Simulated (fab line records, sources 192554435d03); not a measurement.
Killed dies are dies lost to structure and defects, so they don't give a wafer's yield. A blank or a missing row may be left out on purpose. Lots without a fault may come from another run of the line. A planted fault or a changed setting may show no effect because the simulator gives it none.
Split-lot experiment | flow n5_finfet | 7 lots, 21 wafers read, on a route of 1938 steps

THE SPLIT
At N5_BEOL_M4_EXPOSE_08 (exposes mask M4), the setting dose_mj was moved away from the recipe's 41.25 on 13 of the 21 wafers read, by -5.1% to +3.7%. The other wafers ran this setting at the recipe's value.

FROM THE SPLIT TO THE READING: what the file shows between them, 2 steps
- N5_BEOL_M4_PEB_09: peb time 60 s
- N5_BEOL_M4_DEVELOP_10: develop time 30 s

THE READING
cd_nm, in nm, at N5_BEOL_M4_CD_MEAS_11 (target cd 16.79 nm). Fault-free wafers of this fab line usually give 16.83 nm, standard deviation 0.23 nm.

wafer  | tool, chamber at the split | dose_mj as run | against the recipe | cd_nm, nm | against lot-mates on the recipe
L075.4 | euv_scanner-02, 0          | 42.59          | +3.2%              | 17.32     | +0.69
L075.5 | euv_scanner-02, 0          | 41.25          | recipe             | 16.63     | -
L075.6 | euv_scanner-02, 0          | 42.59          | +3.2%              | 17.01     | +0.38
L079.2 | euv_scanner-02, 0          | 42.65          | +3.4%              | 17.53     | no lot-mate on the recipe
L079.3 | euv_scanner-02, 0          | 42.65          | +3.4%              | 17.40     | no lot-mate on the recipe
L079.4 | euv_scanner-02, 0          | 42.65          | +3.4%              | 17.60     | no lot-mate on the recipe
L083.3 | euv_scanner-01, 0          | 39.14          | -5.1%              | 15.57     | -1.30
L083.5 | euv_scanner-01, 0          | 41.25          | recipe             | 16.87     | -
L083.6 | euv_scanner-01, 0          | 39.14          | -5.1%              | 15.86     | -1.01
L082.1 | euv_scanner-01, 0          | 42.77          | +3.7%              | 17.46     | +0.53
L082.3 | euv_scanner-01, 0          | 41.25          | recipe             | 16.93     | -
L082.4 | euv_scanner-01, 0          | 42.77          | +3.7%              | 17.37     | +0.44
L086.1 | euv_scanner-01, 0          | 41.25          | recipe             | 16.96     | -
L086.3 | euv_scanner-01, 0          | 41.25          | recipe             | 16.62     | -
L086.5 | euv_scanner-01, 0          | 41.25          | recipe             | 16.60     | -
L092.1 | euv_scanner-02, 0          | 40.47          | -1.9%              | 16.49     | -0.64
L092.3 | euv_scanner-02, 0          | 40.47          | -1.9%              | 16.75     | -0.38
L092.4 | euv_scanner-02, 0          | 41.25          | recipe             | 17.13     | -
L094.1 | euv_scanner-02, 0          | 42.79          | +3.7%              | 17.86     | +0.95
L094.4 | euv_scanner-02, 0          | 41.25          | recipe             | 16.91     | -
L094.6 | euv_scanner-02, 0          | 42.79          | +3.7%              | 17.66     | +0.75

THE FIT
A straight line over all 21 wafers: cd_nm changes by +0.193 nm for each +1% of dose_mj; r = +0.94; the points scatter about the line by 0.21 nm.
The same after taking each lot's own level away (the mean of its wafers on the recipe; 18 wafers): +0.203 nm for each +1%; r = +0.96; scatter 0.16 nm.
On that fit, the largest move of dose_mj shifts the reading by 1 nm.
The lots' own levels span 16.630 to 17.130 nm, that is 2.2 times the standard deviation above.
So the lot-to-lot level changes the slope little: the two slopes agree.
Check: with one of the wafers moved furthest among these (-5.1%) left out of the fit, the line predicts -1.02 nm for it against its lot-mates. It came out at -1.3 nm against them.

OTHER SPLITS ON THESE WAFERS
These wafers also went through other splits before the reading. Each is held against what the fit with the lots' levels taken away leaves over:
other split on the same wafers    | wafers away from the commonest value | r with cd_nm (lot level and that fit taken away)
N5_BEOL_M2_COAT_62 spin_rpm       | 8                                    | -0.18
N5_BEOL_M2_ALD_98 ald_cycles      | 6                                    | -0.05
N5_BEOL_M2_VIA_ETCH_34 time_s     | 5                                    | -0.10
N5_BEOL_M3_ILD_DEP_00 time_s      | 9                                    | +0.18
N5_BEOL_M3_HM_DEP_02 target_thk_a | 10                                   | +0.35
N5_BEOL_M4_COAT_05 spin_rpm       | 10                                   | -0.05

THE WHOLE CHAIN: every reading that the file lists as answering this split, in the file's order
step                  | what it does                                                | reading                                                               | change (the file's fit)               | r (the file's)
N5_BEOL_M4_CD_MEAS_11 | target cd 16.79 nm                                          | cd_nm                                                                 | +0.201 nm for each +1% of the setting | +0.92
N5_BEOL_M4_ETCH_74    | etches underlayer in N2/H2, target depth 6.5 nm, time 5.2 s | BEOL_M4.cd_offset_nm (the simulator's own value, which no gauge read) | +0.197 nm for each +1% of the setting | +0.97
N5_BEOL_M4_ETCH_63    | etches SiARC in CF4, target depth 15.6 nm, time 26 s        | BEOL_M4.cd_offset_nm (the simulator's own value, which no gauge read) | +0.178 nm for each +1% of the setting | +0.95

THE FILE'S OWN FIT
cd_nm changes by +0.201 nm for each +1% of dose_mj, r = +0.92.
